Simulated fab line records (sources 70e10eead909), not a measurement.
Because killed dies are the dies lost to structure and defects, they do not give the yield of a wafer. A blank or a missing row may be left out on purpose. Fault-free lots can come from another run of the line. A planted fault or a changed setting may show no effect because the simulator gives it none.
fab line records ; flow nand-harc ; part 2 of 2: steps 24 to 35 of 35
record lots=5; wafers=15; last-day=23
route steps=1159 shown P_CONTACT@248 P_M0@253
lots that met no fault: from a run of the same line without faults
start-h: hours from the record's first day to the start of the lot's first wafer shown ; wait-h: hours from the lot's prior step to this one ; " identical to the entry in the row above ; L1.1+2: a single row standing in for several wafers ; - either no value or no given start ; * or withheld: withheld ; < > ~ a bound
route shown NAME@n: NAME is a module with steps in the file, n the number in the route of the first one ; usual: the fault-free wafers' mean and standard deviation ; same: alike in all rows ; chamber/n: place in a boat ; sites: per-site readings ; _std_site: their standard deviation ; _edge_site: outer sites' mean less inner sites' ; radius-mm: how far each site lies from the wafer's centre ; mask NAME#n: copy n ; behind: tool/chamber where the wafer was last shaped ; hold: reason for holding the lot/hours on hold/outcome of the hold ; device: whichever transistor did not switch (one of n, p or np) ; end of line: at the end of the route, the tests of the same wafers ; where a step has no rows: the recipe by itself ; killed: the dies lost at the first sort to structure and to defects; this is not the yield of the wafer ; map: dies across one wafer; x = killed, . = not, _ = none there
set.NAME: the setting the step ran with; set.NAME@STEP: the setting that earlier step ran with ; model.NAME: the simulator's own value behind a step, which no gauge read
certain route steps with their lots: each step a table, each wafer a row
services: when a tool's chamber went out of use (start-h, in hours from the record's first day, below 0 if earlier), for how many hours, and the reason
## steps
# step NHARC_P_M0_DEGAS_28
# recipe temp-c=250; time-s=60
# usual heater-power-w=343/42
lot.wafer;tool;chamber;start-h;wait-h;heater-power-w
L077.3;pvd-sputter-01;-;135.51;-;346
L077.4;pvd-sputter-01;-;135.51;-;329
L077.6;pvd-sputter-01;-;135.51;-;348
L082.4;pvd-sputter-02;-;167.36;-;300
L082.1;pvd-sputter-02;-;167.36;-;314
L082.2;pvd-sputter-02;-;167.36;-;446
L084.3;pvd-sputter-01;-;172.27;-;356
L084.1;pvd-sputter-01;-;172.27;-;312
L084.5;pvd-sputter-01;-;172.27;-;381
L092.2;pvd-sputter-02;-;224.34;-;309
L092.6;pvd-sputter-02;-;224.34;-;291
L092.5;pvd-sputter-02;-;224.34;-;303
L091.1;pvd-sputter-02;-;225.01;-;291
L091.4;pvd-sputter-02;-;225.01;-;304
L091.5;pvd-sputter-02;-;225.01;-;336
# step NHARC_P_M0_PRE_CLEAN_29
# recipe time-s=30; temp-c=280; gas=H2/He
# usual heater-power-w=417/51
lot.wafer;tool;chamber;start-h;wait-h;heater-power-w
L077.4;pvd-sputter-01;-;-;-;399
L077.3;pvd-sputter-01;-;-;-;410
L077.6;pvd-sputter-01;-;-;-;440
L082.2;pvd-sputter-02;-;-;-;432
L082.4;pvd-sputter-02;-;-;-;369
L082.1;pvd-sputter-02;-;-;-;375
L084.3;pvd-sputter-01;-;-;-;407
L084.1;pvd-sputter-01;-;-;-;388
L084.5;pvd-sputter-01;-;-;-;454
L092.2;pvd-sputter-02;-;-;-;548
L092.5;pvd-sputter-02;-;-;-;361
L092.6;pvd-sputter-02;-;-;-;373
L091.1;pvd-sputter-02;-;-;-;369
L091.4;pvd-sputter-02;-;-;-;538
L091.5;pvd-sputter-02;-;-;-;365
# step NHARC_P_M0_PVD_20
# recipe target-thk-a=50; bias-v=168.6; power-w=15000; chamber-pressure-pa=0.12; time-s=8.06; substrate-temp-c=50; material=TaN
# usual chamber-pressure-pa=0.11998/0.00024; throttle-valve-pct=29.4/1
lot.wafer;tool;chamber;start-h;wait-h;chamber-pressure-pa;throttle-valve-pct
L077.3;pvd-sputter-01;-;-;-;0.11958;28.8
L077.4;pvd-sputter-01;-;-;-;0.11995;30.5
L077.6;pvd-sputter-01;-;-;-;0.11988;29.0
L082.1;pvd-sputter-02;-;-;-;0.11998;28.3
L082.4;pvd-sputter-02;-;-;-;0.12014;28.6
L082.2;pvd-sputter-02;-;-;-;0.11993;28.1
L084.3;pvd-sputter-01;-;-;-;0.1197;31.2
L084.1;pvd-sputter-01;-;-;-;0.12014;29.7
L084.5;pvd-sputter-01;-;-;-;0.11998;29.6
L092.2;pvd-sputter-02;-;-;-;0.1201;28.9
L092.5;pvd-sputter-02;-;-;-;0.11962;29.6
L092.6;pvd-sputter-02;-;-;-;0.11989;28.5
L091.1;pvd-sputter-02;-;-;-;0.11974;30.0
L091.4;pvd-sputter-02;-;-;-;0.12001;29.1
L091.5;pvd-sputter-02;-;-;-;0.12042;29.6
# step NHARC_P_M0_PVD_21
# recipe target-thk-a=300; chamber-pressure-pa=5; power-w=5000; substrate-temp-c=30; time-s=20.49; material=Cu
# usual chamber-pressure-pa=5.001/0.011; throttle-valve-pct=29.3/0.97
lot.wafer;tool;chamber;start-h;wait-h;chamber-pressure-pa;throttle-valve-pct
L077.3;pvd-sputter-01;-;-;-;4.982;29.0
L077.4;pvd-sputter-01;-;-;-;5.010;31.2
L077.6;pvd-sputter-01;-;-;-;5.010;30.4
L082.1;pvd-sputter-02;-;-;-;4.989;28.0
L082.2;pvd-sputter-02;-;-;-;4.999;28.2
L082.4;pvd-sputter-02;-;-;-;5.001;28.4
L084.1;pvd-sputter-01;-;-;-;4.997;31.3
L084.3;pvd-sputter-01;-;-;-;4.996;29.8
L084.5;pvd-sputter-01;-;-;-;5.000;29.9
L092.2;pvd-sputter-02;-;-;-;5.011;28.9
L092.5;pvd-sputter-02;-;-;-;5.010;28.8
L092.6;pvd-sputter-02;-;-;-;5.006;29.4
L091.4;pvd-sputter-02;-;-;-;5.008;29.8
L091.1;pvd-sputter-02;-;-;-;5.008;28.4
L091.5;pvd-sputter-02;-;-;-;4.997;28.0
# step NHARC_P_M0_ECD_22
# recipe target-thk-a=4000; bath-temp-c=25; material=Cu
lot.wafer;tool;chamber;start-h;wait-h
L077.3+4+6;ecd-cu-02;0,1,1;135.96;-
L082.2+1+4;ecd-cu-02;0,1,1;167.85;-
L084.1+3+5;ecd-cu-02;0,0,1;172.66;-
L092.2+5+6;ecd-cu-02;0,0,1;224.79;-
L091.1+4+5;ecd-cu-01;0,1,1;225.42;-
# step NHARC_P_M0_ANNEAL_30
# recipe temp-c=225; time-s=90
# usual wafer_temp_C_max=226.40/0.28
lot.wafer;tool;chamber;start-h;wait-h;wafer_temp_C_max
L077.3;rtp-anneal-02;0;136.34;0.3;226.56
L077.4;rtp-anneal-02;0;136.34;0.3;226.31
L077.6;rtp-anneal-02;0;136.34;0.3;226.42
L082.1;rtp-anneal-02;0;168.23;0.3;226.82
L082.2;rtp-anneal-02;0;168.23;0.3;226.20
L082.4;rtp-anneal-02;0;168.23;0.3;226.06
L084.1;rtp-anneal-02;0;173.04;-;225.89
L084.3;rtp-anneal-02;0;173.04;-;226.46
L084.5;rtp-anneal-02;0;173.04;-;226.27
L092.2;rtp-anneal-02;0;225.22;-;226.31
L092.5;rtp-anneal-02;0;225.22;-;226.40
L092.6;rtp-anneal-02;0;225.22;-;226.58
L091.1;rtp-anneal-01;0;225.75;0.3;226.58
L091.4;rtp-anneal-01;0;225.75;0.3;225.97
L091.5;rtp-anneal-01;0;225.75;0.3;226.64
# step NHARC_P_M0_CMP_23
# recipe t-overpolish-s=20; target-thk-nm=117.53
# usual motor-current-A=11.8/1.3; pad-life-wafers=278/160; time-to-endpoint-s=28.0/2.6
lot.wafer;tool;chamber;start-h;wait-h;motor-current-A;pad-life-wafers;time-to-endpoint-s
L077.3;cmp-04;3;136.58;-;14.7;90;24.7
L077.4;cmp-04;1;136.58;-;11.8;92;24.0
L077.6;cmp-04;0;136.58;-;14.0;-;28.7
L082.4;cmp-01;2;168.61;-;11.8;421;30.8
L082.1;cmp-01;3;168.61;-;11.7;422;27.9
L082.2;cmp-01;0;168.61;-;11.4;423;30.1
L084.3;cmp-01;0;173.38;-;11.7;444;29.8
L084.1;cmp-01;3;173.38;-;11.5;447;31.8
L084.5;cmp-01;1;173.38;-;10.9;-;31.2
L092.2;cmp-01;1;225.54;-;10.6;193;27.1
L092.6;cmp-01;0;225.54;-;10.9;-;26.9
L092.5;cmp-01;1;225.54;-;10.9;-;30.5
L091.1;cmp-04;1;226.15;-;11.6;56;24.0
L091.4;cmp-04;2;226.15;-;11.1;57;25.0
L091.5;cmp-04;3;226.15;-;14.0;-;27.4
# step NHARC_P_M0_THK_MEAS_24
# recipe thk-meas-gauge=xrf
# usual thk-nm=117.2/1.6
lot.wafer;tool;chamber;start-h;wait-h;thk-nm
L077.3;film-metro-01;-;136.90;-;113.4
L077.4;film-metro-01;-;136.90;-;113.9
L077.6;film-metro-01;-;136.90;-;118.0
L082.1;film-metro-01;-;168.90;-;118.4
L082.2;film-metro-01;-;168.90;-;117.3
L082.4;film-metro-01;-;168.90;-;118.9
L084.1;film-metro-02;-;173.70;-;118.5
L084.3;film-metro-02;-;173.70;-;118.8
L084.5;film-metro-02;-;173.70;-;119.3
L092.2;film-metro-02;-;225.83;-;116.5
L092.5;film-metro-02;-;225.83;-;115.7
L092.6;film-metro-02;-;225.83;-;118.4
L091.1;film-metro-02;-;226.41;-;115.4
L091.4;film-metro-02;-;226.41;-;113.0
L091.5;film-metro-02;-;226.41;-;116.8
# step NHARC_P_M0_SRD_25
lot.wafer;tool;chamber;start-h;wait-h
L077.3+4+6;wet-bench-10;3,5,0;136.94;0.0
L082.2+4+1;wet-bench-08;0,2,4;168.94;0.0
L084.5+3+1;wet-bench-08;1,2,4;173.75;0.0
L092.5+6+2;wet-bench-08;7,1,2;225.87;0.0
L091.1+4+5;wet-bench-10;2,3,7;226.45;0.0
# step NHARC_P_M0_INSPECT_27
# usual raw-defect-count=298/130
lot.wafer;tool;chamber;start-h;wait-h;raw-defect-count
L077.3;defect-inspect-01;-;137.05;0.0;364
L077.4;defect-inspect-01;-;137.05;0.0;336
L077.6;defect-inspect-01;-;137.05;0.0;135
L082.1;defect-inspect-01;-;169.06;0.0;158
L082.2;defect-inspect-01;-;169.06;0.0;159
L082.4;defect-inspect-01;-;169.06;0.0;377
L084.1;defect-inspect-01;-;173.86;0.0;286
L084.3;defect-inspect-01;-;173.86;0.0;172
L084.5;defect-inspect-01;-;173.86;0.0;142
L092.2;defect-inspect-01;-;226.01;0.0;247
L092.5;defect-inspect-01;-;226.01;0.0;342
L092.6;defect-inspect-01;-;226.01;0.0;519
L091.1;defect-inspect-01;-;226.57;0.0;189
L091.4;defect-inspect-01;-;226.57;0.0;210
L091.5;defect-inspect-01;-;226.57;0.0;338
# step NHARC_P_M0_PRE_CLEAN_31
# recipe time-s=12; temp-c=370; rf-power-w=300; gas=NH3
# usual heater-power-w=621/57
lot.wafer;tool;chamber;start-h;wait-h;heater-power-w
L077.3;pecvd-02;0;137.12;0.1;677
L077.4;pecvd-02;0;137.12;0.1;667
L077.6;pecvd-02;2;137.12;0.1;521
L082.1;pecvd-02;2;169.12;0.1;544
L082.2;pecvd-02;1;169.12;0.1;577
L082.4;pecvd-02;0;169.12;0.1;643
L084.3;pecvd-01;1;173.93;0.1;611
L084.1;pecvd-01;2;173.93;0.1;697
L084.5;pecvd-01;0;173.93;0.1;611
L092.2;pecvd-04;2;226.09;0.1;724
L092.5;pecvd-04;1;226.09;0.1;582
L092.6;pecvd-04;2;226.09;0.1;730
L091.1;pecvd-01;0;226.67;0.1;552
L091.4;pecvd-01;1;226.67;0.1;606
L091.5;pecvd-01;2;226.67;0.1;701
# step NHARC_P_M0_DEP_32
# recipe target-thk-a=300; temp-c=370; target-thk-nm=30; pressure-torr=3; flow-sccm=200; rf-w=450; material=SiCN
# usual heater-power-w=564/57
lot.wafer;tool;chamber;start-h;wait-h;heater-power-w
L077.3;pecvd-02;0;137.20;0.1;614
L077.4;pecvd-02;0;137.20;0.1;612
L077.6;pecvd-02;2;137.20;0.1;467
L082.1;pecvd-02;2;169.20;0.1;502
L082.2;pecvd-02;1;169.20;0.1;521
L082.4;pecvd-02;0;169.20;0.1;628
L084.3;pecvd-01;1;174.00;0.1;671
L084.1;pecvd-01;2;174.00;0.1;643
L084.5;pecvd-01;0;174.00;0.1;546
L092.2;pecvd-04;2;226.20;0.1;560
L092.5;pecvd-04;1;226.20;0.1;476
L092.6;pecvd-04;2;226.20;0.1;568
L091.1;pecvd-01;0;226.81;0.1;525
L091.4;pecvd-01;1;226.81;0.1;598
L091.5;pecvd-01;2;226.81;0.1;577
## services
tool;chamber;start-h;hours;kind
cvd-w-01;-;111.28;13.0;pm
wet-bench-09;-;112.80;8.0;pm
litho-track-06;-;117.00;7.0;pm
cmp-04;-;117.88;4.0;pm
cmp-02;-;128.06;1.1;repair
cmp-02;-;129.18;4.0;pm
pvd-sputter-02;-;134.85;0.8;repair
arfi-scanner-03;-;137.43;0.4;repair
arfi-scanner-03;-;140.00;4.0;pm
litho-track-04;-;141.00;7.0;pm
pecvd-02;-;153.00;13.0;pm
rie-diel-07;-;155.02;0.1;repair
pvd-sputter-01;-;158.03;10.0;pm
wet-bench-01;-;158.49;2.3;repair
wet-bench-04;-;163.20;8.0;pm
wet-bench-10;-;166.25;1.8;repair
rie-diel-07;3;170.30;32.2;repair
cmp-01;-;174.60;0.8;repair
cmp-01;-;179.50;4.0;pm
cmp-01;-;183.92;0.8;repair
ecd-cu-02;-;190.57;8.0;pm
pecvd-04;-;195.56;13.0;pm
pvd-sputter-02;-;214.00;10.0;pm
pvd-sputter-01;-;222.21;9.6;repair
